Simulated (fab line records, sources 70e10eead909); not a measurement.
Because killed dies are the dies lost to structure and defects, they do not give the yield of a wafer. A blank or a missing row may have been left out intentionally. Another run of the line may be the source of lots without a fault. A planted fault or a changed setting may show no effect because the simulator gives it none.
fab line records	flow nand-harc
[record] lots = 24	wafers = 72	last-day = 33
route steps=1302 shown A_SIN_REMOVE@951 A_WL_FILL@957 A_CONTACT@1006
lots untouched by any fault: they come from a run of this same line in which no faults occurred
start-h: the number of hours between the record's first day and the start of the first shown wafer of the lot	wait-h: hours elapsed since this lot's preceding step	" identical to the entry in the row above	L1.1+2: one row covering several wafers at once	- no value, or no start was given	* or withheld: withheld	< > ~ a bound
route shown NAME@n: names a module that has steps shown in the file, with the first one's number in the route	usual: mean/standard deviation of fault-free wafers	same: alike in all rows	chamber/n: place in a boat	sites: the reading at each site	_std_site: their standard deviation	_edge_site: mean of outer sites minus mean of inner sites	radius-mm: how far each site lies from the wafer's centre	mask NAME#n: copy n	behind: the last tool/chamber to shape the wafer	hold: why the lot was held/for how many hours/how that ended	device: the transistor (n, p or np) that didn't switch	end of line: at the end of the route, the tests of the same wafers	where a step has no rows: the recipe by itself	killed: dies lost to structure and defects at the first sort, not the wafer's yield	map: a wafer's dies, x killed, . not, _ none there
set.NAME: the setting as run; set.NAME@STEP: as run at that earlier step	model.NAME: the simulator's own value behind a step, which no gauge read
one table for each step of the route and one row for each wafer, over a sample of lots
services: a tool's chamber out of use, with start hour (start-h, from the record's first day; less than 0 if before it), hours out, and reason
[[steps]]
[step NHARC_A_SIN_REMOVE_INSPECT_04]
[usual] raw-defect-count = 404/110
lot.wafer	tool	chamber	start-h	wait-h	raw-defect-count
L074.1	defect-inspect-01	-	474.41	0.0	261
L074.2	"	-	"	"	353
L074.5	"	-	"	"	308
L075.1	defect-inspect-02	-	478.31	0.0	515
L075.4	"	-	"	"	404
L075.6	"	-	"	"	443
L076.2	defect-inspect-02	-	493.43	0.0	278
L076.3	"	-	"	"	292
L076.4	"	-	"	"	299
L078.1	defect-inspect-01	-	493.44	0.0	352
L078.2	"	-	"	"	313
L078.6	"	-	"	"	261
L077.1	defect-inspect-01	-	502.53	0.0	270
L077.2	"	-	"	"	459
L077.3	"	-	"	"	300
L079.2	defect-inspect-02	-	526.21	0.0	654
L079.5	"	-	"	"	615
L079.6	"	-	"	"	490
L080.1	defect-inspect-01	-	536.13	0.0	535
L080.2	"	-	"	"	420
L080.4	"	-	"	"	683
L081.1	defect-inspect-02	-	538.09	0.0	365
L081.3	"	-	"	"	324
L081.5	"	-	"	"	435
L082.2	defect-inspect-02	-	555.79	0.0	332
L082.4	"	-	"	"	396
L082.5	"	-	"	"	420
L083.1	defect-inspect-02	-	560.55	0.0	499
L083.2	"	-	"	"	341
L083.4	"	-	"	"	412
L084.1	defect-inspect-01	-	572.53	0.0	384
L084.4	"	-	"	"	286
L084.6	"	-	"	"	294
L087.2	defect-inspect-01	-	588.76	0.0	354
L087.5	"	-	"	"	369
L087.6	"	-	"	"	455
L085.1	defect-inspect-02	-	588.76	0.0	484
L085.2	"	-	"	"	380
L085.5	"	-	"	"	473
L086.1	defect-inspect-02	-	594.01	0.0	366
L086.2	"	-	"	"	379
L086.5	"	-	"	"	381
L088.3	defect-inspect-01	-	610.02	0.0	313
L088.5	"	-	"	"	325
L088.6	"	-	"	"	373
L089.2	defect-inspect-02	-	610.03	0.0	315
L089.4	"	-	"	"	269
L089.5	"	-	"	"	320
L092.1	defect-inspect-01	-	636.06	0.0	391
L092.4	"	-	"	"	440
L092.6	"	-	"	"	321
L090.2	defect-inspect-02	-	636.06	0.0	331
L090.5	"	-	"	"	442
L090.6	"	-	"	"	439
L091.1	defect-inspect-02	-	655.11	0.0	458
L091.2	"	-	"	"	342
L091.3	"	-	"	"	302
L093.4	defect-inspect-01	-	667.46	0.0	361
L093.5	"	-	"	"	438
L093.6	"	-	"	"	534
L095.3	defect-inspect-02	-	671.99	0.0	541
L095.4	"	-	"	"	454
L095.5	"	-	"	"	478
L094.1	defect-inspect-01	-	675.45	0.0	426
L094.3	"	-	"	"	423
L094.6	"	-	"	"	417
L096.1	defect-inspect-01	-	688.94	0.0	490
L096.4	"	-	"	"	449
L096.6	"	-	"	"	431
L097.3	defect-inspect-02	-	690.50	0.0	310
L097.4	"	-	"	"	338
L097.6	"	-	"	"	475
[step NHARC_A_WL_FILL_ETCHBACK_04]
[recipe] target-depth-a = 600	time-s = 120	chemistry = NF3
[usual] drypump-motor-current-A = 5.7/0.56	oes-product-au = 0.995/0.011
[same] time-s = 120
lot.wafer	tool	chamber	start-h	wait-h	drypump-motor-current-A	oes-product-au	rf-hours-counter-h
L074.1	rie-metal-03	1	475.78	0.3	6.4	0.996	1.6
L074.2	"	0	"	"	6.5	0.990	1.6
L074.5	"	0	"	"	6.4	0.993	-
L075.1	rie-metal-02	0	481.50	0.3	5.2	0.993	0.2
L075.4	"	0	"	"	5.2	1.005	-
L075.6	"	1	"	"	5.6	1.013	-
L076.2	rie-metal-01	0	494.78	0.3	5.0	0.981	1.1
L076.4	"	0	"	"	5.0	0.984	-
L076.3	"	1	"	"	5.3	0.996	-
L078.2	rie-metal-03	0	494.96	0.3	6.4	0.997	2.1
L078.1	"	1	"	"	6.4	0.985	2.1
L078.6	"	0	"	"	6.4	0.990	-
L077.2	rie-metal-02	1	503.88	0.3	5.6	1.011	0.5
L077.1	"	0	"	"	5.2	0.992	0.6
L077.3	"	0	"	"	5.2	0.993	-
L079.2	rie-metal-01	1	527.57	0.3	5.3	1.003	1.6
L079.5	"	1	"	"	5.3	1.001	-
L079.6	"	0	"	"	5.1	0.991	-
L080.1	rie-metal-01	0	537.64	0.3	5.0	0.998	1.8
L080.2	"	1	"	"	5.3	1.006	1.8
L080.4	"	1	"	"	5.3	1.007	-
L081.1	rie-metal-02	0	539.48	0.4	5.3	1.002	1.3
L081.3	"	0	"	"	5.2	0.997	-
L081.5	"	1	"	"	5.6	1.004	-
L082.2	rie-metal-01	0	557.70	0.3	5.0	0.978	2.1
L082.4	"	0	"	"	5.0	0.984	-
L082.5	"	1	"	"	5.3	0.985	-
L083.2	rie-metal-03	1	561.90	0.3	6.4	0.984	0.5
L083.1	"	0	"	"	6.4	0.983	0.5
L083.4	"	0	"	"	6.5	0.991	-
L084.1	rie-metal-02	1	576.35	0.3	5.6	1.003	1.7
L084.4	"	0	"	"	5.2	1.002	-
L084.6	"	1	"	"	5.6	0.989	-
L087.2	rie-metal-01	1	590.18	0.3	5.3	1.015	0.0
L087.6	"	1	"	"	5.3	1.023	-
L087.5	"	0	"	"	5.1	0.991	-
L085.1	rie-metal-02	1	590.28	0.3	5.6	1.001	2.1
L085.2	"	0	"	"	5.2	1.006	2.3
L085.5	"	1	"	"	5.6	0.994	-
L086.2	rie-metal-01	0	595.37	0.3	5.0	0.980	0.2
L086.1	"	1	"	"	5.3	1.026	0.2
L086.5	"	1	"	"	5.4	1.014	-
L089.2	rie-metal-01	1	611.41	0.3	5.4	1.012	0.5
L089.4	"	1	"	"	5.3	1.017	-
L089.5	"	0	"	"	5.0	0.988	-
L088.3	rie-metal-03	1	611.47	0.3	6.4	0.981	-
L088.6	"	0	"	"	6.5	0.986	-
L088.5	"	1	"	"	6.4	0.990	-
L092.1	rie-metal-03	1	637.43	0.3	6.4	0.997	1.8
L092.4	"	0	"	"	6.5	0.997	-
L092.6	"	0	"	"	6.5	0.996	-
L090.2	rie-metal-01	0	637.73	0.3	5.1	0.990	1.1
L090.5	"	0	"	"	5.0	0.996	-
L090.6	"	1	"	"	5.3	1.011	-
L091.1	rie-metal-03	0	657.19	0.3	6.4	0.981	2.1
L091.2	"	1	"	"	6.4	0.976	2.1
L091.3	"	1	"	"	6.4	0.980	-
L093.4	rie-metal-02	1	668.93	0.3	5.6	0.992	-
L093.6	"	0	"	"	5.3	0.992	-
L093.5	"	1	"	"	5.6	0.987	-
L095.4	rie-metal-02	0	673.72	0.3	5.2	0.990	-
L095.3	"	1	"	"	5.6	0.996	-
L095.5	"	0	"	"	5.2	0.997	-
L094.1	rie-metal-03	0	676.80	0.3	6.5	1.001	2.5
L094.3	"	0	"	"	6.5	0.998	-
L094.6	"	1	"	"	6.4	1.000	-
L096.1	rie-metal-03	1	690.31	0.4	6.4	0.991	3.0
L096.4	"	1	"	"	6.4	0.991	-
L096.6	"	1	"	"	6.4	0.996	-
L097.3	rie-metal-01	1	692.00	0.3	5.3	1.013	-
L097.4	"	0	"	"	5.0	0.982	-
L097.6	"	1	"	"	5.3	1.011	-
[step NHARC_A_CONTACT_ETCH_112]
[recipe] source-w = withheld	pressure-mtorr = 20	bias-v = 3000	time-s = 190	target-depth-a = 18500	ar-flow-sccm = withheld	c4f8-flow-sccm = withheld	o2-flow-sccm = withheld	chemistry = C4F8/O2/Ar
[same] time-s = 190
lot.wafer	tool	chamber	start-h	wait-h	rf-hours-counter-h
L074.2	har-cap-etch-03	0	502.76	0.2	38
L074.1	"	1	"	"	38
L074.5	"	0	"	"	-
L075.1	har-cap-etch-02	1	506.71	0.2	84
L075.4	"	1	"	"	-
L075.6	"	0	"	"	-
L078.1	har-cap-etch-02	0	519.78	0.2	87
L078.2	"	1	"	"	87
L078.6	"	1	"	"	-
L076.2	har-cap-etch-03	1	520.84	0.2	42
L076.4	"	1	"	"	-
L076.3	"	0	"	"	-
L077.1	har-cap-etch-01	0	529.64	0.2	3
L077.2	"	1	"	"	3
L077.3	"	0	"	"	-
L079.2	har-cap-etch-01	1	555.37	0.2	7
L079.5	"	0	"	"	-
L079.6	"	1	"	"	-
L080.1	har-cap-etch-02	1	565.02	0.2	94
L080.2	"	0	"	"	94
L080.4	"	1	"	"	-
L081.1	har-cap-etch-03	1	565.99	0.2	49
L081.3	"	0	"	"	-
L081.5	"	1	"	"	-
L082.2	har-cap-etch-02	0	585.12	0.2	98
L082.4	"	0	"	"	-
L082.5	"	0	"	"	-
L083.1	har-cap-etch-01	1	590.92	0.2	14
L083.2	"	0	"	"	14
L083.4	"	0	"	"	-
L084.1	har-cap-etch-03	1	610.91	0.2	56
L084.4	"	0	"	"	-
L084.6	"	0	"	"	-
L087.2	har-cap-etch-01	1	615.09	0.2	17
L087.6	"	1	"	"	-
L087.5	"	0	"	"	-
L085.1	har-cap-etch-02	0	617.65	0.2	103
L085.2	"	1	"	"	103
L085.5	"	0	"	"	-
L086.1	har-cap-etch-01	1	622.18	0.2	20
L086.2	"	0	"	"	20
L086.5	"	1	"	"	-
L088.3	har-cap-etch-01	1	638.78	0.2	-
L088.5	"	0	"	"	-
L088.6	"	1	"	"	-
L089.2	har-cap-etch-03	0	640.24	0.2	63
L089.4	"	1	"	"	-
L089.5	"	1	"	"	-
L090.2	har-cap-etch-03	1	662.25	0.2	67
L090.5	"	1	"	"	-
L090.6	"	0	"	"	-
L092.1	har-cap-etch-01	1	665.23	0.2	29
L092.4	"	1	"	"	-
L092.6	"	0	"	"	-
L091.1	har-cap-etch-02	1	686.26	0.2	115
L091.2	"	0	"	"	115
L091.3	"	1	"	"	-
L093.4	har-cap-etch-01	1	693.11	0.2	-
L093.6	"	1	"	"	-
L093.5	"	0	"	"	-
L095.4	har-cap-etch-02	1	701.17	0.2	-
L095.3	"	0	"	"	-
L095.5	"	0	"	"	-
L094.1	har-cap-etch-01	1	702.39	0.2	34
L094.3	"	1	"	"	-
L094.6	"	1	"	"	-
L096.1	har-cap-etch-01	0	716.66	0.2	39
L096.4	"	0	"	"	-
L096.6	"	1	"	"	-
L097.3	har-cap-etch-03	1	717.33	0.2	-
L097.4	"	0	"	"	-
L097.6	"	1	"	"	-
[step NHARC_A_CONTACT_ETCH_123]
[recipe] source-w = withheld	pressure-mtorr = 20	bias-v = 400	time-s = 490	target-depth-a = 21100	ar-flow-sccm = withheld	c4f8-flow-sccm = 11.5	o2-flow-sccm = 7.2	chemistry = C4F8/O2/Ar
[same] time-s = 490
lot.wafer	tool	chamber	start-h	wait-h	rf-hours-counter-h
L074.2	har-cap-etch-03	0	504.64	0.1	40
L074.1	"	1	"	"	40
L074.5	"	0	"	"	-
L075.1	har-cap-etch-02	1	509.21	0.2	86
L075.4	"	1	"	"	-
L075.6	"	0	"	"	-
L078.1	har-cap-etch-02	0	521.66	0.1	88
L078.2	"	1	"	"	88
L078.6	"	1	"	"	-
L076.2	har-cap-etch-03	1	522.71	0.1	44
L076.4	"	1	"	"	-
L076.3	"	0	"	"	-
L077.1	har-cap-etch-01	0	532.37	0.2	5
L077.2	"	1	"	"	5
L077.3	"	0	"	"	-
L079.2	har-cap-etch-01	1	557.31	0.2	9
L079.5	"	0	"	"	-
L079.6	"	1	"	"	-
L080.1	har-cap-etch-02	1	566.91	0.1	95
L080.2	"	0	"	"	95
L080.4	"	1	"	"	-
L081.1	har-cap-etch-03	1	567.92	0.2	51
L081.3	"	0	"	"	-
L081.5	"	1	"	"	-
L082.2	har-cap-etch-02	0	587.10	0.1	100
L082.4	"	0	"	"	-
L082.5	"	0	"	"	-
L083.1	har-cap-etch-01	1	592.80	0.1	15
L083.2	"	0	"	"	15
L083.4	"	0	"	"	-
L084.1	har-cap-etch-03	1	612.86	0.2	58
L084.4	"	0	"	"	-
L084.6	"	0	"	"	-
L087.2	har-cap-etch-01	1	616.98	0.1	19
L087.6	"	1	"	"	-
L087.5	"	0	"	"	-
L085.1	har-cap-etch-02	0	619.52	0.1	105
L085.2	"	1	"	"	105
L085.5	"	0	"	"	-
L086.1	har-cap-etch-01	1	624.68	0.2	21
L086.2	"	0	"	"	21
L086.5	"	1	"	"	-
L088.3	har-cap-etch-01	1	640.83	0.3	-
L088.5	"	0	"	"	-
L088.6	"	1	"	"	-
L089.2	har-cap-etch-03	0	642.18	0.2	65
L089.4	"	1	"	"	-
L089.5	"	1	"	"	-
L090.2	har-cap-etch-03	1	664.14	0.1	69
L090.5	"	1	"	"	-
L090.6	"	0	"	"	-
L092.1	har-cap-etch-01	1	667.12	0.1	30
L092.4	"	1	"	"	-
L092.6	"	0	"	"	-
L091.1	har-cap-etch-02	1	688.13	0.1	117
L091.2	"	0	"	"	117
L091.3	"	1	"	"	-
L093.4	har-cap-etch-01	1	695.67	0.3	-
L093.6	"	1	"	"	-
L093.5	"	0	"	"	-
L095.4	har-cap-etch-02	1	703.15	0.3	-
L095.3	"	0	"	"	-
L095.5	"	0	"	"	-
L094.1	har-cap-etch-01	1	704.26	0.1	36
L094.3	"	1	"	"	-
L094.6	"	1	"	"	-
L096.1	har-cap-etch-01	0	718.60	0.2	40
L096.4	"	0	"	"	-
L096.6	"	1	"	"	-
L097.3	har-cap-etch-03	1	719.33	0.3	-
L097.4	"	0	"	"	-
L097.6	"	1	"	"	-
[step NHARC_A_CONTACT_ETCH_96]
[recipe] target-depth-a = 200	over-etch-frac = 0.5	time-s = 10	ion-energy-ev = 250	c4f6-flow-sccm = 25	o2-flow-sccm = 20	ar-flow-sccm = 500	rf-w = 600	bias-w = 500	chemistry = C4F6/O2
[usual] bias-w = 500.0/1.5	drypump-motor-current-A = 5.8/0.56	oes-product-au = 0.963/0.027	rf-vpp-V = 546/3.1	showerhead-plenum-p-Torr = 3.88/0.15	throttle-valve-pct = 26.903/0.009
[same] time-s = 10
lot.wafer	tool	chamber	start-h	wait-h	bias-w	drypump-motor-current-A	oes-product-au	rf-hours-counter-h	rf-vpp-V	showerhead-plenum-p-Torr	throttle-valve-pct
L074.1	rie-diel-11	2	506.42	0.1	500.6	6.7	0.974	12	543	3.68	26.907
L074.2	"	3	"	"	499.5	5.2	0.950	14	550	4.07	26.902
L074.5	"	1	"	"	499.2	5.4	0.972	-	546	3.88	26.909
L075.1	rie-diel-11	2	510.52	0.1	500.7	6.7	0.957	12	540	3.68	26.903
L075.4	"	1	"	"	500.8	5.3	0.953	-	546	3.88	26.928
L075.6	"	2	"	"	498.4	6.7	0.960	-	542	3.68	26.909
L078.1	rie-diel-11	2	-	-	501.1	6.7	0.998	15	542	3.68	26.900
L078.2	"	1	"	"	499.9	5.3	1.003	14	545	3.88	26.907
L078.6	"	2	"	"	499.7	6.7	1.003	-	542	3.68	26.906
L076.4	rie-diel-11	0	-	-	502.7	6.0	0.951	12	546	3.86	26.901
L076.2	"	2	"	"	499.3	6.7	0.949	15	542	3.68	26.901
L076.3	"	3	"	"	500.4	5.2	0.938	18	551	4.07	26.894
L077.2	rie-diel-11	3	-	-	499.7	5.2	0.949	21	551	4.06	26.914
L077.3	"	1	"	"	498.0	5.3	0.920	16	546	3.88	26.899
L077.1	"	2	"	"	500.4	6.7	0.962	18	541	3.68	26.904
L079.2	rie-diel-11	2	-	-	499.5	6.7	0.944	22	542	3.68	26.908
L079.6	"	3	"	"	501.0	5.2	0.945	-	549	4.06	26.912
L079.5	"	0	"	"	501.4	6.1	0.964	-	546	3.86	26.912
L080.4	rie-diel-03	2	-	-	501.0	5.4	0.934	27	550	4.05	26.903
L080.1	"	0	"	"	498.8	6.0	0.953	28	543	3.69	26.893
L080.2	"	1	"	"	503.6	5.7	0.924	28	543	3.73	26.895
L081.3	rie-diel-11	2	-	-	498.1	6.7	0.982	23	542	3.67	26.905
L081.1	"	3	"	"	501.3	5.2	0.992	28	548	4.06	26.902
L081.5	"	2	"	"	498.8	6.7	0.980	-	542	3.67	26.893
L082.2	rie-diel-03	1	-	-	502.0	5.7	0.940	34	543	3.73	26.900
L082.4	"	3	"	"	500.3	5.9	0.950	33	550	4.04	26.898
L082.5	"	2	"	"	502.1	5.4	0.942	-	551	4.05	26.901
L083.1	rie-diel-11	1	-	-	502.4	5.3	0.981	24	546	3.87	26.893
L083.2	"	3	"	"	499.6	5.2	0.994	31	550	4.06	26.904
L083.4	"	0	"	"	500.6	6.0	0.991	24	547	3.85	26.882
L084.4	rie-diel-03	2	-	-	499.5	5.4	0.945	35	548	4.05	26.913
L084.1	"	0	"	"	500.5	6.0	0.957	36	543	3.68	26.909
L084.6	"	2	"	"	502.9	5.4	0.943	-	549	4.05	26.894
L087.2	rie-diel-10	0	-	-	501.6	5.4	0.942	4	547	3.91	26.889
L087.5	"	1	"	"	500.3	6.5	0.953	-	545	3.88	26.907
L087.6	"	2	"	"	500.7	6.1	0.950	-	550	4.11	26.901
L085.1	rie-diel-11	0	620.67	0.1	500.8	6.0	1.001	1	547	3.85	26.891
L085.2	"	2	"	"	502.8	6.7	1.005	1	542	3.67	26.910
L085.5	"	2	"	"	501.9	6.7	1.007	-	540	3.67	26.903
L086.2	rie-diel-03	1	-	-	500.1	5.8	0.932	40	543	3.72	26.920
L086.1	"	3	"	"	500.2	5.9	0.951	38	549	4.04	26.906
L086.5	"	1	"	"	498.4	5.7	0.944	-	542	3.72	26.902
L088.3	rie-diel-11	3	642.21	0.3	499.2	5.1	1.014	5	549	4.05	26.899
L088.5	"	2	"	"	500.7	6.7	1.022	-	541	3.67	26.904
L088.6	"	0	"	"	498.6	6.0	1.001	-	544	3.85	26.912
L089.2	rie-diel-11	2	-	-	498.2	6.7	0.934	9	541	3.67	26.904
L089.4	"	3	"	"	499.6	5.2	0.929	5	551	4.05	26.893
L089.5	"	3	"	"	498.9	5.1	0.936	-	550	4.05	26.899
L090.2	rie-diel-11	0	-	-	501.0	6.0	0.955	14	544	3.84	26.901
L090.6	"	1	"	"	498.1	5.3	0.942	-	546	3.87	26.895
L090.5	"	2	"	"	502.1	6.7	0.955	-	542	3.66	26.912
L092.4	rie-diel-10	0	-	-	499.2	5.4	0.939	23	547	3.90	26.899
L092.1	"	2	"	"	500.2	6.1	0.927	26	550	4.10	26.894
L092.6	"	0	"	"	499.6	5.4	0.946	-	545	3.90	26.925
L091.2	rie-diel-11	3	-	-	500.0	5.2	0.953	15	550	4.05	26.899
L091.3	"	0	"	"	501.7	6.0	0.946	18	545	3.84	26.912
L091.1	"	2	"	"	501.8	6.6	0.969	17	541	3.66	26.908
L093.4	rie-diel-11	1	-	-	499.6	5.3	0.933	12	545	3.87	26.898
L093.5	"	0	"	"	501.8	6.0	0.958	-	546	3.84	26.908
L093.6	"	1	"	"	497.0	5.3	0.953	-	546	3.87	26.922
L095.3	rie-diel-11	0	-	-	501.5	6.0	1.009	22	545	3.84	26.905
L095.4	"	2	"	"	500.1	6.6	1.018	21	541	3.66	26.909
L095.5	"	3	"	"	498.5	5.2	1.009	-	549	4.05	26.902
L094.1	rie-diel-10	3	-	-	499.1	4.7	0.966	37	546	3.85	26.910
L094.3	"	1	"	"	499.0	6.4	0.947	36	544	3.86	26.890
L094.6	"	0	"	"	498.3	5.4	0.938	-	546	3.89	26.905
L096.1	rie-diel-11	0	-	-	501.0	6.0	0.995	25	545	3.84	26.884
L096.4	"	2	"	"	501.3	6.7	1.017	25	543	3.66	26.900
L096.6	"	0	"	"	497.8	6.0	1.002	-	545	3.84	26.898
L097.4	rie-diel-03	2	-	-	499.2	5.4	0.943	23	548	4.03	26.895
L097.3	"	3	"	"	499.3	5.9	0.938	24	548	4.02	26.880
L097.6	"	1	"	"	498.7	5.7	0.936	-	543	3.71	26.896
[step NHARC_A_CONTACT_ETCH_102]
[recipe] target-depth-a = 1000	overetch-a = 100	time-s = 55	ion-energy-ev = 100	cf4-flow-sccm = 80	o2-flow-sccm = 20	ar-flow-sccm = 0	rf-w = 300	bias-w = 100	chemistry = CF4/O2
[usual] bias-w = 100.02/0.28	drypump-motor-current-A = 5.7/0.56	oes-product-au = 1.001/0.0099	rf-vpp-V = 197.6/1.5	showerhead-plenum-p-Torr = 1.32/0.054	throttle-valve-pct = 13.396/0.01
[same] time-s = 55
lot.wafer	tool	chamber	start-h	wait-h	bias-w	drypump-motor-current-A	oes-product-au	rf-hours-counter-h	rf-vpp-V	showerhead-plenum-p-Torr	throttle-valve-pct
L074.2	rie-diel-03	2	506.93	0.1	99.71	5.4	0.993	10	200.1	1.39	13.400
L074.1	"	3	"	"	100.11	5.9	0.990	11	199.2	1.38	13.396
L074.5	"	0	"	"	100.13	5.9	1.010	-	197.0	1.25	13.402
L075.1	rie-diel-11	1	510.94	0.1	99.55	5.3	0.983	12	195.7	1.32	13.421
L075.4	"	2	"	"	100.15	6.7	1.001	-	196.8	1.25	13.401
L075.6	"	3	"	"	99.12	5.2	0.990	-	197.9	1.39	13.402
L078.1	rie-diel-10	0	523.15	0.1	99.86	5.4	1.013	32	198.6	1.34	13.403
L078.2	"	1	"	"	99.65	6.4	0.999	33	198.7	1.33	13.410
L078.6	"	2	"	"	100.43	6.1	0.990	-	197.5	1.41	13.403
L076.4	rie-diel-10	0	524.20	0.0	100.51	5.4	0.995	33	198.8	1.34	13.396
L076.2	"	2	"	"	100.19	6.1	0.991	35	200.6	1.41	13.404
L076.3	"	3	"	"	100.13	4.7	0.988	34	196.8	1.32	13.391
L077.2	rie-diel-11	2	534.09	0.1	99.50	6.7	0.995	18	196.6	1.25	13.401
L077.1	"	3	"	"	99.77	5.1	0.999	21	198.1	1.39	13.397
L077.3	"	0	"	"	99.71	6.0	1.004	15	198.5	1.31	13.387
L079.2	rie-diel-03	0	558.71	0.1	100.29	5.9	0.995	26	195.8	1.25	13.380
L079.5	"	0	"	"	99.99	5.9	1.008	-	195.6	1.25	13.383
L079.6	"	1	"	"	100.06	5.7	0.998	-	197.2	1.26	13.399
L080.1	rie-diel-10	2	568.43	0.1	99.75	6.1	1.000	55	199.6	1.41	13.380
L080.2	"	3	"	"	99.88	4.7	0.996	48	197.8	1.32	13.406
L080.4	"	3	"	"	99.91	4.7	0.992	-	197.5	1.32	13.372
L081.3	rie-diel-03	1	569.33	0.1	100.13	5.7	0.994	28	196.6	1.26	13.406
L081.1	"	3	"	"	99.97	5.9	0.997	27	197.9	1.38	13.399
L081.5	"	1	"	"	100.36	5.7	0.979	-	196.1	1.26	13.387
L082.2	rie-diel-10	2	588.59	0.1	99.68	6.1	0.987	61	198.5	1.41	13.390
L082.4	"	1	"	"	99.61	6.5	0.996	60	196.9	1.32	13.407
L082.5	"	2	"	"	99.92	6.1	0.993	-	197.8	1.41	13.392
L083.4	rie-diel-11	1	594.30	0.1	100.12	5.3	0.996	24	198.1	1.32	13.399
L083.2	"	2	"	"	99.96	6.7	0.997	27	197.7	1.24	13.389
L083.1	"	3	"	"	100.41	5.2	1.005	31	197.4	1.38	13.406
L084.1	rie-diel-03	2	614.27	0.1	100.43	5.3	1.006	35	199.7	1.38	13.382
L084.4	"	3	"	"	100.10	5.9	0.998	35	198.1	1.38	13.390
L084.6	"	3	"	"	99.90	5.9	1.002	-	199.6	1.38	13.382
L087.2	rie-diel-03	2	618.50	0.1	99.93	5.4	1.002	36	197.9	1.38	13.378
L087.5	"	3	"	"	99.85	5.9	0.996	-	199.5	1.38	13.388
L087.6	"	0	"	"	100.37	5.9	1.008	-	194.8	1.25	13.409
L085.2	rie-diel-11	2	621.07	0.1	99.93	6.6	1.008	1	196.3	1.24	13.373
L085.1	"	0	"	"	100.00	6.0	1.001	1	197.8	1.31	13.397
L085.5	"	3	"	"	100.22	5.1	1.006	-	198.0	1.38	13.385
L086.1	rie-diel-11	2	626.37	0.1	99.87	6.6	1.011	2	194.3	1.24	13.395
L086.2	"	3	"	"	100.40	5.2	1.020	2	199.0	1.38	13.388
L086.5	"	2	"	"	99.72	6.6	0.997	-	195.8	1.24	13.395
L088.3	rie-diel-10	1	643.02	0.1	99.83	6.4	1.001	16	198.0	1.32	13.400
L088.5	"	1	"	"	99.58	6.4	1.007	-	197.7	1.32	13.408
L088.6	"	2	"	"	100.30	6.1	0.999	-	199.2	1.40	13.404
L089.2	rie-diel-11	0	644.16	0.1	99.96	6.0	1.007	9	196.4	1.31	13.393
L089.4	"	1	"	"	100.19	5.3	0.994	1	198.1	1.32	13.397
L089.5	"	0	"	"	100.13	6.0	1.000	-	197.9	1.31	13.393
L090.2	rie-diel-11	2	665.62	0.1	100.27	6.6	1.018	12	195.6	1.24	13.385
L090.6	"	0	"	"	100.28	6.0	0.999	-	197.7	1.31	13.393
L090.5	"	1	"	"	99.72	5.3	1.004	-	196.9	1.32	13.396
L092.4	rie-diel-11	0	668.62	0.1	100.17	6.0	1.006	14	198.5	1.31	13.408
L092.1	"	1	"	"	100.28	5.3	1.003	5	197.6	1.32	13.395
L092.6	"	3	"	"	99.78	5.2	1.008	-	199.8	1.38	13.400
L091.2	rie-diel-11	2	689.62	0.1	99.88	6.7	1.031	17	197.0	1.24	13.386
L091.3	"	3	"	"	100.39	5.2	1.010	15	198.0	1.38	13.420
L091.1	"	1	"	"	100.39	5.3	0.994	9	197.6	1.31	13.371
L093.4	rie-diel-10	2	697.12	0.1	100.17	6.0	0.994	38	200.3	1.40	13.407
L093.5	"	3	"	"	100.18	4.7	1.011	-	197.9	1.31	13.405
L093.6	"	0	"	"	99.65	5.4	0.996	-	197.5	1.32	13.392
L095.3	rie-diel-03	3	704.62	0.1	99.77	5.9	0.995	20	199.9	1.37	13.394
L095.4	"	0	"	"	99.94	6.0	1.011	22	195.4	1.24	13.393
L095.5	"	1	"	"	100.30	5.7	0.988	-	194.9	1.26	13.400
L094.1	rie-diel-10	3	705.74	0.1	99.96	4.7	1.012	37	197.5	1.31	13.404
L094.3	"	0	"	"	100.15	5.4	0.996	34	197.8	1.32	13.401
L094.6	"	2	"	"	100.28	6.0	0.991	-	199.4	1.40	13.407
L096.1	rie-diel-11	0	720.00	0.1	100.06	6.0	1.002	25	197.4	1.30	13.389
L096.4	"	1	"	"	99.76	5.3	0.988	17	197.3	1.31	13.395
L096.6	"	3	"	"	100.30	5.2	0.997	-	199.2	1.38	13.399
L097.3	rie-diel-03	0	720.66	0.1	99.81	6.0	1.012	27	195.5	1.24	13.394
L097.4	"	1	"	"	100.04	5.7	1.004	26	195.0	1.26	13.388
L097.6	"	2	"	"	100.16	5.4	0.994	-	197.4	1.37	13.379
[[services]]
tool	chamber	start-h	hours	kind
rie-metal-02	-	454.00	9.0	pm
rie-diel-03	-	459.60	9.0	pm
rie-diel-11	1	473.45	8.3	repair
rie-diel-11	2	473.73	9.8	repair
rie-metal-01	1	479.11	4.4	repair
rie-metal-02	1	485.08	8.8	repair
rie-diel-11	0	492.04	19.1	repair
har-cap-etch-01	-	498.91	17.0	pm
rie-diel-10	1	506.13	3.3	repair
har-cap-etch-02	-	517.24	0.6	repair
rie-metal-03	-	519.00	9.0	pm
rie-metal-03	1	530.55	1.4	repair
rie-diel-11	1	543.25	4.5	repair
rie-diel-10	3	552.44	4.8	repair
rie-metal-03	-	555.01	2.0	repair
rie-diel-10	1	565.58	7.9	repair
rie-metal-01	-	575.07	9.0	pm
rie-diel-10	-	596.61	9.0	pm
rie-metal-01	0	597.88	1.3	repair
rie-diel-11	-	610.24	9.0	pm
rie-diel-03	-	628.03	1.5	repair
rie-diel-11	3	635.16	5.8	repair
rie-diel-03	-	636.60	9.0	pm
rie-metal-03	-	696.00	9.0	pm
[[key]]
fault none
